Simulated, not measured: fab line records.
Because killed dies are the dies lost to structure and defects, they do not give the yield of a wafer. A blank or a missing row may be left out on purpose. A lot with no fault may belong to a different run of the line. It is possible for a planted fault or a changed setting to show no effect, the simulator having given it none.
fab line records -- flow nandHarc
record: lots: 14, wafers: 42, lastDay: 24
route steps=1159 shown THIN_TSV@1119
lots with no fault: from the same line, run without faults
startH: hours from the record's opening day to when the first of the lot's shown wafers began -- waitH: hours from the lot's prior step to this one -- " same as the row above -- L1.1+2: a single row standing in for several wafers -- - value missing, or start not given -- * or withheld: withheld -- < > ~ a bound
route shown NAME@n: names a module that has steps shown in the file, with the first one's number in the route -- usual: average and standard deviation across the fault-free wafers -- same: alike in all rows -- chamber/n: place in a boat -- sites: the reading at each site -- _std_site: standard deviation across them -- _edge_site: outer sites' mean less inner sites' -- radiusMm: how far each site lies from the wafer's centre -- mask NAME#n: copy n -- behind: tool/chamber where the wafer was last shaped -- hold: why the lot went on hold/how many hours it stayed there/how the hold came to an end -- device: which transistor (n, p or np) failed to switch -- end of line: tests run on the same wafers once the route is complete -- for a step that has no rows: nothing shown but its recipe -- killed: at the first sort, the dies lost to defects and structure; wafer yield is something else -- map: dies across one wafer; x = killed, . = not, _ = none there
set.NAME: the setting the step ran with; set.NAME@STEP: the setting that earlier step ran with -- model.NAME: the simulator's own value behind a step, which no gauge read
one table for each step of the route and one row for each wafer, over a sample of lots
services: when a tool's chamber went out of use (startH, in hours from the record's first day, below 0 if earlier), for how many hours, and the reason
== steps ==
step: NHARC_THIN_TSV_ETCH_44
recipe: targetDepthA: 15942, timeS: 797.1, cf4FlowSccm: 150, o2FlowSccm: 10, arFlowSccm: 0, rfW: 300, biasW: 800, chemistry: CF4/O2
usual: drypumpMotorCurrentA: 5.7/0.37, oesProductAu: 1.001/0.0095, rfVppV: 792/4.6, runLengthS: 818.5/0.39, showerheadPlenumPTorr: 1.80/0.073, throttleValvePct: 16.914/0.0094
lot.wafer,tool,chamber,startH,waitH,drypumpMotorCurrentA,oesProductAu,rfHoursCounterH,rfVppV,runLengthS,showerheadPlenumPTorr,throttleValvePct
L527.2,rieDiel-10,2,445.04,0.1,6.3,0.999,10,799,817.7,1.91,16.922
L527.1,rieDiel-10,1,445.04,0.1,5.7,0.997,10,791,818.3,1.78,16.919
L527.6,rieDiel-10,3,445.04,0.1,5.8,0.998,-,792,818.6,1.80,16.901
L528.1,rieDiel-10,2,446.37,0.1,6.3,0.987,10,799,817.7,1.91,16.922
L528.2,rieDiel-10,0,446.37,0.1,5.8,1.012,11,787,818.5,1.71,16.909
L528.5,rieDiel-10,2,446.37,0.1,6.4,0.997,-,800,817.8,1.91,16.932
L529.1,rieDiel-02,1,451.52,0.1,6.2,0.997,7,787,819.0,1.72,16.922
L529.3,rieDiel-02,3,451.52,0.1,5.4,1.004,6,794,818.4,1.81,16.916
L529.6,rieDiel-02,1,451.52,0.1,6.2,0.994,-,788,818.7,1.72,16.910
L530.2,rieDiel-02,1,478.92,0.1,6.2,0.994,8,788,818.9,1.72,16.909
L530.1,rieDiel-02,2,478.92,0.1,5.5,0.993,8,801,818.8,1.92,16.914
L530.4,rieDiel-02,3,478.92,0.1,5.4,1.001,7,794,818.3,1.81,16.919
L533.2,rieDiel-02,0,480.16,0.2,5.0,1.010,9,789,818.6,1.75,16.897
L533.1,rieDiel-02,2,480.16,0.2,5.5,0.993,8,800,819.1,1.92,16.909
L533.5,rieDiel-02,2,480.16,0.2,5.5,1.000,-,800,819.6,1.92,16.931
L531.1,rieDiel-07,0,481.39,0.1,5.6,1.024,4,789,817.8,1.74,16.917
L531.4,rieDiel-07,2,481.39,0.1,5.6,0.991,4,792,819.4,1.80,16.900
L531.5,rieDiel-07,0,481.39,0.1,5.6,1.013,-,789,818.4,1.74,16.913
L534.2,rieDiel-02,3,487.08,0.2,5.4,0.997,8,793,818.4,1.81,16.912
L534.5,rieDiel-02,0,487.08,0.2,5.0,1.022,-,789,818.4,1.75,16.918
L534.4,rieDiel-02,3,487.08,0.2,5.4,0.992,-,791,818.5,1.81,16.923
L532.3,rieDiel-10,2,492.09,0.2,6.3,1.008,14,797,817.6,1.90,16.909
L532.2,rieDiel-10,3,492.09,0.2,5.8,1.005,15,793,818.3,1.79,16.909
L532.6,rieDiel-10,1,492.09,0.2,5.8,1.015,-,791,818.6,1.78,16.916
L535.2,rieDiel-02,1,496.81,0.1,6.1,0.984,9,788,818.7,1.72,16.916
L535.5,rieDiel-02,0,496.81,0.1,5.0,1.008,-,790,818.5,1.74,16.892
L535.6,rieDiel-02,1,496.81,0.1,6.2,0.991,-,786,819.1,1.72,16.921
L540.2,rieDiel-10,3,523.83,0.1,5.8,1.002,20,793,818.4,1.79,16.911
L540.1,rieDiel-10,0,523.83,0.1,5.7,0.995,21,787,818.3,1.71,16.919
L540.5,rieDiel-10,3,523.83,0.1,5.8,1.006,-,792,818.3,1.79,16.945
L541.3,rieDiel-02,3,536.85,0.1,5.4,1.004,2,793,818.8,1.81,16.920
L541.2,rieDiel-02,0,536.85,0.1,5.0,0.995,2,789,818.3,1.74,16.915
L541.6,rieDiel-02,2,536.85,0.1,5.5,1.006,-,799,818.9,1.91,16.926
L545.2,rieDiel-07,0,540.51,0.1,5.7,1.001,7,788,818.0,1.74,16.919
L545.4,rieDiel-07,3,540.51,0.1,5.9,0.986,7,788,818.1,1.73,16.904
L545.5,rieDiel-07,0,540.51,0.1,5.6,1.002,-,788,817.8,1.74,16.921
L542.2,rieDiel-10,1,544.96,0.1,5.7,0.997,1,792,818.8,1.78,16.923
L542.4,rieDiel-10,2,544.96,0.1,6.4,1.006,1,798,818.1,1.90,16.914
L542.1,rieDiel-10,0,544.96,0.1,5.7,0.985,1,787,818.6,1.71,16.907
L546.4,rieDiel-07,2,558.68,0.1,5.6,0.990,8,793,819.2,1.80,16.917
L546.3,rieDiel-07,0,558.68,0.1,5.6,1.001,8,788,818.2,1.74,16.921
L546.5,rieDiel-07,2,558.68,0.1,5.6,0.993,-,790,819.1,1.80,16.906
step: NHARC_THIN_TSV_CMP_21
recipe: tOverpolishS: 30, targetThkNm: 2000
usual: motorCurrentA: 11.8/1.2, overpolishRunS: 30.000/0.009
same: tOverpolishS: 30
lot.wafer,tool,chamber,startH,waitH,motorCurrentA,overpolishRunS
L527.2,cmp-04,1,449.23,-,11.9,30.017
L527.1,cmp-04,3,449.23,-,11.6,29.989
L527.6,cmp-04,2,449.23,-,12.5,29.991
L528.2,cmp-04,0,450.85,-,11.9,30.014
L528.1,cmp-04,1,450.85,-,11.5,30.003
L528.5,cmp-04,2,450.85,-,12.5,30.002
L529.3,cmp-03,2,455.97,-,10.7,29.985
L529.1,cmp-03,3,455.97,-,11.8,29.982
L529.6,cmp-03,1,455.97,-,13.7,30.016
L530.1,cmp-02,2,483.36,-,13.7,29.992
L530.2,cmp-02,3,483.36,-,10.1,30.005
L530.4,cmp-02,1,483.36,-,12.2,30.005
L533.1,cmp-02,1,484.39,-,11.8,30.004
L533.2,cmp-02,0,484.39,-,11.4,30.003
L533.5,cmp-02,1,484.39,-,11.6,30.007
L531.4,cmp-02,3,485.46,-,10.1,29.985
L531.1,cmp-02,2,485.46,-,13.6,29.992
L531.5,cmp-02,0,485.46,-,11.5,29.989
L534.4,cmp-03,2,491.13,-,10.4,30.000
L534.2,cmp-03,0,491.13,-,12.1,30.015
L534.5,cmp-03,3,491.13,-,11.9,29.984
L532.2,cmp-04,2,496.20,-,12.3,29.992
L532.3,cmp-04,3,496.20,-,10.9,30.000
L532.6,cmp-04,2,496.20,-,11.7,29.998
L535.2,cmp-02,0,500.85,-,11.1,30.008
L535.6,cmp-02,2,500.85,-,14.0,30.003
L535.5,cmp-02,3,500.85,-,9.7,30.003
L540.1,cmp-03,0,528.02,-,12.3,30.011
L540.2,cmp-03,1,528.02,-,13.1,29.990
L540.5,cmp-03,3,528.02,-,12.6,29.996
L541.3,cmp-02,1,541.23,-,12.3,30.001
L541.2,cmp-02,0,541.23,-,11.0,29.984
L541.6,cmp-02,1,541.23,-,11.7,29.984
L545.2,cmp-04,1,545.23,-,12.3,30.015
L545.4,cmp-04,3,545.23,-,12.1,30.008
L545.5,cmp-04,1,545.23,-,11.3,29.996
L542.4,cmp-02,2,549.40,-,14.1,30.001
L542.2,cmp-02,3,549.40,-,10.0,29.999
L542.1,cmp-02,0,549.40,-,11.0,30.004
L546.3,cmp-04,2,562.69,-,11.8,29.990
L546.4,cmp-04,3,562.69,-,10.5,30.009
L546.5,cmp-04,2,562.69,-,11.5,29.992
step: NHARC_THIN_TSV_ETCH_59
recipe: targetDepthA: 8800, icpW: 900, biasW: 100, Cl2_flow_sccm: 60, bcl3FlowSccm: 30, timeS: 138.1, chemistry: Cl2/BCl3
usual: bcl3FlowSccm: 30.00/0.094, drypumpMotorCurrentA: 5.78/0.21, oesProductAu: 1.001/0.0081, runLengthS: 159.3/0.48, throttleValvePct: 22.264/0.0089
lot.wafer,tool,chamber,startH,waitH,bcl3FlowSccm,drypumpMotorCurrentA,oesProductAu,rfHoursCounterH,runLengthS,throttleValvePct
L527.1,rieMetal-01,0,451.17,0.1,30.17,5.56,1.000,2.5,159.4,22.261
L527.2,rieMetal-01,1,451.17,0.1,30.03,5.60,1.006,2.5,159.7,22.248
L527.6,rieMetal-01,1,451.17,0.1,30.14,5.60,1.001,-,160.2,22.270
L528.2,rieMetal-03,0,452.55,0.1,30.02,6.22,0.997,5.7,158.8,22.254
L528.1,rieMetal-03,1,452.55,0.1,29.78,5.78,0.996,5.7,158.5,22.258
L528.5,rieMetal-03,1,452.55,0.1,29.94,5.80,1.003,-,158.3,22.251
L529.1,rieMetal-02,1,457.85,0.1,30.17,5.91,0.992,1.9,159.3,22.261
L529.3,rieMetal-02,1,457.85,0.1,30.07,5.91,0.996,-,159.2,22.250
L529.6,rieMetal-02,1,457.85,0.1,30.00,5.91,1.000,-,159.2,22.252
L530.1,rieMetal-01,1,485.25,0.1,29.98,5.59,1.019,3.3,160.0,22.272
L530.2,rieMetal-01,0,485.25,0.1,29.98,5.57,1.010,3.3,159.5,22.260
L530.4,rieMetal-01,1,485.25,0.1,30.00,5.61,1.016,-,160.0,22.264
L533.2,rieMetal-02,1,486.31,0.1,30.02,5.90,0.993,2.5,159.0,22.265
L533.1,rieMetal-02,0,486.31,0.1,29.91,5.68,0.999,2.5,159.1,22.264
L533.5,rieMetal-02,1,486.31,0.1,30.03,5.89,1.003,-,159.2,22.244
L531.1,rieMetal-03,0,487.23,0.1,29.90,6.23,1.001,0.5,159.0,22.270
L531.4,rieMetal-03,0,487.23,0.1,29.90,6.24,1.007,-,158.8,22.262
L531.5,rieMetal-03,0,487.23,0.1,30.02,6.23,1.011,-,159.2,22.256
L534.2,rieMetal-03,1,493.02,0.1,30.04,5.81,1.009,0.8,158.6,22.258
L534.4,rieMetal-03,0,493.02,0.1,30.03,6.25,0.999,-,159.0,22.269
L534.5,rieMetal-03,1,493.02,0.1,30.13,5.82,1.017,-,158.3,22.274
L532.2,rieMetal-01,0,498.11,0.1,29.84,5.59,1.005,3.6,159.5,22.276
L532.3,rieMetal-01,0,498.11,0.1,29.85,5.57,0.991,-,159.4,22.263
L532.6,rieMetal-01,1,498.11,0.1,29.86,5.60,0.999,-,160.0,22.277
L535.2,rieMetal-02,0,502.77,0.2,30.08,5.71,0.998,2.9,159.2,22.278
L535.5,rieMetal-02,1,502.77,0.2,29.93,5.92,0.996,-,159.0,22.252
L535.6,rieMetal-02,0,502.77,0.2,30.03,5.70,0.995,-,159.1,22.247
L540.1,rieMetal-03,1,529.88,0.1,29.96,5.81,1.011,2.2,158.7,22.267
L540.2,rieMetal-03,0,529.88,0.1,30.00,6.22,1.000,2.2,158.7,22.251
L540.5,rieMetal-03,0,529.88,0.1,29.92,6.22,1.008,-,159.2,22.273
L541.2,rieMetal-02,0,543.03,0.1,29.95,5.70,0.986,4.4,145.7,22.260
L541.3,rieMetal-02,1,543.03,0.1,29.88,5.90,0.995,-,159.0,22.265
L541.6,rieMetal-02,0,543.03,0.1,30.04,5.71,0.984,-,160.0,22.261
L545.2,rieMetal-01,1,547.06,0.2,30.03,5.61,1.014,0.9,159.7,22.260
L545.4,rieMetal-01,0,547.06,0.2,29.92,5.57,0.991,-,159.6,22.269
L545.5,rieMetal-01,0,547.06,0.2,30.05,5.57,0.996,-,159.4,22.252
L542.1,rieMetal-02,0,551.33,0.1,29.87,5.70,0.998,4.9,146.4,22.253
L542.2,rieMetal-02,1,551.33,0.1,29.99,5.92,0.993,4.9,145.7,22.245
L542.4,rieMetal-02,0,551.33,0.1,29.85,5.68,0.990,-,159.5,22.279
L546.4,rieMetal-01,0,564.62,0.2,29.95,5.55,0.995,-,159.4,22.264
L546.3,rieMetal-01,1,564.62,0.2,29.91,5.59,1.001,-,160.0,22.262
L546.5,rieMetal-01,1,564.62,0.2,29.97,5.59,1.004,-,159.9,22.263
step: NHARC_THIN_TSV_CD_MEAS_37
usual: cdNm: 5000/3
lot.wafer,tool,chamber,startH,waitH,cdNm
L527.1,cdSem-02,-,452.32,-,5004
L527.2,cdSem-02,-,452.32,-,5001
L527.6,cdSem-02,-,452.32,-,5004
L528.1,cdSem-03,-,453.70,-,5001
L528.2,cdSem-03,-,453.70,-,5001
L528.5,cdSem-03,-,453.70,-,5001
L529.1,cdSem-03,-,458.97,-,4999
L529.3,cdSem-03,-,458.97,-,4997
L529.6,cdSem-03,-,458.97,-,4998
L530.1,cdSem-02,-,486.39,-,5004
L530.2,cdSem-02,-,486.39,-,4999
L530.4,cdSem-02,-,486.39,-,5005
L533.1,cdSem-02,-,487.49,-,4992
L533.2,cdSem-02,-,487.49,-,4994
L533.5,cdSem-02,-,487.49,-,4996
L531.1,cdSem-02,-,488.38,-,5000
L531.4,cdSem-02,-,488.38,-,5000
L531.5,cdSem-02,-,488.38,-,5000
L534.2,cdSem-02,-,494.19,-,5003
L534.4,cdSem-02,-,494.19,-,4999
L534.5,cdSem-02,-,494.19,-,5004
L532.2,cdSem-02,-,499.24,-,4996
L532.3,cdSem-02,-,499.24,-,4998
L532.6,cdSem-02,-,499.24,-,4998
L535.2,cdSem-03,-,503.89,-,4994
L535.5,cdSem-03,-,503.89,-,4997
L535.6,cdSem-03,-,503.89,-,4995
L540.1,cdSem-03,-,531.03,-,5000
L540.2,cdSem-03,-,531.03,-,5002
L540.5,cdSem-03,-,531.03,-,5000
L541.2,cdSem-02,-,544.47,-,4997
L541.3,cdSem-02,-,544.47,-,4994
L541.6,cdSem-02,-,544.47,-,4997
L545.2,cdSem-03,-,548.17,-,5002
L545.4,cdSem-03,-,548.17,-,4999
L545.5,cdSem-03,-,548.17,-,5004
L542.1,cdSem-02,-,552.49,-,5003
L542.2,cdSem-02,-,552.49,-,5002
L542.4,cdSem-02,-,552.49,-,5000
L546.3,cdSem-01,-,565.71,-,4999
L546.4,cdSem-01,-,565.71,-,4999
L546.5,cdSem-01,-,565.71,-,5002
== services ==
tool,chamber,startH,hours,kind
cmp-02,-,422.50,4.0,pm
rieDiel-10,-,424.29,0.3,repair
cmp-02,-,426.50,-,consumableReplace:conditioner
cmp-02,-,426.50,-,consumableReplace:pad
rieDiel-02,0,434.71,-,clean
rieDiel-02,1,434.71,-,clean
rieDiel-02,2,434.71,-,clean
rieDiel-02,3,434.71,-,clean
cmp-03,-,450.15,4.0,pm
rieMetal-03,-,453.00,9.0,pm
cmp-02,-,453.93,3.4,repair
rieDiel-02,0,459.24,-,clean
cmp-04,-,463.06,1.6,repair
rieMetal-01,1,467.62,1.3,repair
rieDiel-07,-,474.03,0.3,repair
rieDiel-07,1,496.21,7.8,repair
cmp-04,-,497.00,4.0,pm
rieDiel-10,-,500.08,0.4,repair
rieDiel-02,-,504.71,9.0,pm
rieMetal-01,-,509.00,9.0,pm
cmp-02,-,520.50,4.0,pm
rieDiel-10,-,530.59,9.0,pm
rieMetal-03,-,540.92,0.6,repair
cmp-03,-,548.15,4.0,pm
== key ==
firstSign: step: NHARC_THIN_TSV_ETCH_59, reading: runLengthS, direction: down, sigmas: 28, usual: *, struck: *
effect none on later readings
metAt NHARC_THIN_TSV_ETCH_59
struckLots L541,L542
struckWafers L541.2,L542.1,L542.2
laterRowsLeftOut L541.2,L542.1,L542.2
sortLeftOut L541.2,L542.1,L542.2
notActingAt NHARC_THIN_TSV_ETCH_44,NHARC_THIN_TSV_CMP_21,NHARC_THIN_TSV_CD_MEAS_37
onsetBetween 502.77 543.03
fault: kind: processParameterDrift, tool: rieMetal-02, chamber: -, onsetH: 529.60, steps: NHARC_THIN_TSV_ETCH_59, channel: timeS, offset: *, shape: step, endH: 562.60, scope: struckWafersOnly, actsIn: *, stated: *
sortLeftOut: the simulated sort isn't trusted on such a fault, so these wafers' sort isn't shown, and their yield isn't known
laterRowsLeftOut: the simulator's readings of these wafers behind a module that went badly wrong aren't trusted and aren't shown, but for the sort
